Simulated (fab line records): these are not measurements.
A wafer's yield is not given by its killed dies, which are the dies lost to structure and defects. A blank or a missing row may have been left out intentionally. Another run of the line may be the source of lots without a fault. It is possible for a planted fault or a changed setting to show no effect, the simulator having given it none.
3 desks looking at one fault + flow nand-harc + each desk has only its own numbers; what lay behind them comes last

## AT THE TOOL OWNER'S DESK: litho-track-01
The tool's own readings at NHARC_P_CONTACT_PEB_10 (peb time 65 s): means of the sampled wafers that have a number, for each lot that ran on this tool. A lot is out of limits, marked OUT, if its mean lies more than 4 standard deviations from the usual mean; the brackets give that distance.
Columns: A = heater-power-total-W at NHARC_P_CONTACT_PEB_10, usual 156.7 W; B = plate-temp-C at NHARC_P_CONTACT_PEB_10, usual 100.03 C
| lot  | first seen here | A                | B               |
|------|-----------------|------------------|-----------------|
| L975 | day 6 12:41     | 156.7            | 99.91           |
| L985 | day 10 14:59    | 156.6            | 100.08          |
| L991 | day 13 06:53    | 153.2 (-8.9) OUT | 98.40 (-13) OUT |
| L992 | day 13 21:32    | 153.2 (-9.0) OUT | 98.42 (-12) OUT |
This desk's verdict: out of limits on L991, L992, starting with L991 at day 13 06:53 (heater-power-total-W at NHARC_P_CONTACT_PEB_10). L975, L985: within limits.

## THE DEFECT DESK
What the inspections along the route counted, lot by lot: means of the sampled wafers that have a number. A lot is out of limits, marked OUT, if its mean lies more than 4 standard deviations from the usual mean; the brackets give that distance.
Columns: A = raw-defect-count at NHARC_P_GATE_INSPECT_68, usual 184
| lot  | first seen here | A   |
|------|-----------------|-----|
| L975 | day 6 11:17     | 211 |
| L978 | day 8 05:44     | 205 |
| L979 | day 8 06:33     | 109 |
| L980 | day 8 19:28     | 200 |
| L981 | day 9 01:31     | 117 |
| L984 | day 10 09:30    | 249 |
| L985 | day 10 13:34    | 173 |
| L991 | day 13 05:13    | 172 |
| L992 | day 13 19:59    | 207 |
| L995 | day 14 21:03    | 171 |
| L996 | day 15 12:59    | 121 |
Result from this desk: across the 11 lots, nothing is out of limits.

## AT THE METROLOGY DESK
Means of the sampled wafers that have a number, per lot and without regard to the tool the lot ran on: this is what the gauges read. A lot is out of limits, marked OUT, if its mean lies more than 4 standard deviations from the usual mean; the brackets give that distance.
Columns: A = cd-nm at NHARC_P_CONTACT_CD_MEAS_12, usual 90.3 nm; B = cd-nm at NHARC_P_CONTACT_CD_MEAS_19, usual 89.1 nm
| lot  | first seen here | A               | B               |
|------|-----------------|-----------------|-----------------|
| L975 | day 6 12:46     | 89.3            | 88.7            |
| L978 | day 8 07:20     | 90.5            | 88.8            |
| L979 | day 8 08:10     | 90.4            | 89.0            |
| L980 | day 8 21:07     | 90.7            | 90.1            |
| L981 | day 9 03:07     | 89.8            | 89.0            |
| L984 | day 10 11:07    | 91.7            | 92.2            |
| L985 | day 10 15:03    | 90.1            | 88.5            |
| L991 | day 13 06:58    | 83.1 (-10) OUT  | 80.8 (-4.9) OUT |
| L992 | day 13 21:37    | 83.9 (-9.2) OUT | 83.0            |
| L995 | day 14 22:32    | 90.0            | 90.4            |
| L996 | day 15 14:51    | 90.7            | 89.8            |
This desk's verdict: out of limits on L991, L992, starting with L991 at day 13 06:58 (cd-nm at NHARC_P_CONTACT_CD_MEAS_12). L975, L978, L979, L980, L981, L984, L985, L995, L996: within limits.

## PUT TOGETHER
At day 13 06:53, on L991, L992, the tool owner's desk was in a position to raise an alarm.
Metrology desk: alarm possible at day 13 06:58 on L991, L992.
No out-of-limits result turned up at the defect desk.
The defect desk has L991, L992 on record, within its limits.
NHARC_P_CONTACT_PEB_10 was run on litho-track-01 by each of the lots named.

## WHAT WAS PUT IN BY THE SIMULATOR
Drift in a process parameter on litho-track-01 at NHARC_P_CONTACT_PEB_10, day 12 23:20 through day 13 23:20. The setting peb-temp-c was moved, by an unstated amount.
Struck lots among those shown: L991, L992.
Fault start to first reading out of limits, in hours, per desk: tool owner, 8; metrology, 8.
